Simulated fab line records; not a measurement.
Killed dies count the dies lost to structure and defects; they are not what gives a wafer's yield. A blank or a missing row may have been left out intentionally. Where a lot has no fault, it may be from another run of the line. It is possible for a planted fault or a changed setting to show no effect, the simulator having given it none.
2 desks looking at one fault / flow n5-finfet / numbers are kept per desk, each desk with only its own; the story behind them comes last

METROLOGY DESK
What the gauges read for every lot (on any tool): the sampled wafers with a number, averaged. A lot is out of limits, marked OUT, if its mean lies more than 4 standard deviations from the usual mean; the brackets give that distance. Of its 12 readings 7 are shown: those that lie furthest out on some lot.
Columns: A = trench-depth-nm at N5_BEOL_M3_OCD_MEAS_38, usual 55.1 nm; B = cd-nm at N5_BEOL_M3_CD_MEAS_35, usual 17.9 nm; C = IOFF_P at N5_BEOL_M4_RC_MEAS_101, usual 0.20 nA/um; D = ION_P at N5_BEOL_M4_RC_MEAS_101, usual 462 uA/um; E = SS_P at N5_BEOL_M4_RC_MEAS_101, usual 73.0 mV/dec; F = VT_N at N5_BEOL_M4_RC_MEAS_101, usual 252 mV; G = VT_P at N5_BEOL_M4_RC_MEAS_101, usual -251 mV
lot=L552; first seen here=day 8 17:17; A=53.8; B=17.6; C=0.17; D=453; E=73.1; F=253; G=-254
lot=L553; first seen here=day 9 05:25; A=53.9; B=17.1; C=0.22; D=467; E=73.3; F=251; G=-249
lot=L562; first seen here=day 11 12:56; A=55.0; B=18.4; C=0.28; D=478; E=74.3; F=246; G=-242
lot=L564; first seen here=day 12 01:44; A=54.8; B=17.8; C=0.23; D=463; E=73.6; F=248; G=-250
lot=L565; first seen here=day 12 09:06; A=55.0; B=17.8; C=0.17; D=455; E=72.5; F=254; G=-253
lot=L567; first seen here=day 12 14:16; A=56.9; B=17.3; C=0.14; D=451; E=72.0; F=256; G=-255
Result from this desk: across the 6 lots, nothing is out of limits.

AT THE TOOL OWNER'S DESK: ald-metal-01
The tool's own readings at N5_BEOL_M3_ALD_84 (deposits TaN, pulse time 2 s, purge time 3 s, co reactant purge time 2 s): means of the sampled wafers that have a number, for each lot that ran on this tool. A lot is out of limits, marked OUT, if its mean lies more than 4 standard deviations from the usual mean; the brackets give that distance.
Columns: A = heater-power-w at N5_BEOL_M3_ALD_84, usual 431 W; B = precursor-vessel-temp-c at N5_BEOL_M3_ALD_84, usual 74.98 C
lot=L552; first seen here=day 8 17:52; A=473; B=74.98
lot=L553; first seen here=day 9 05:53; A=416; B=75.00
lot=L562; first seen here=day 11 13:14; A=412; B=74.90
lot=L564; first seen here=day 12 02:20; A=432; B=74.94
Result from this desk: across the 4 lots, nothing is out of limits.

ALL TOGETHER
At the metrology desk, nothing out of limits was observed.
Nothing out of limits was seen by the tool owner's desk.

WHAT THE SIMULATOR HAD PUT IN
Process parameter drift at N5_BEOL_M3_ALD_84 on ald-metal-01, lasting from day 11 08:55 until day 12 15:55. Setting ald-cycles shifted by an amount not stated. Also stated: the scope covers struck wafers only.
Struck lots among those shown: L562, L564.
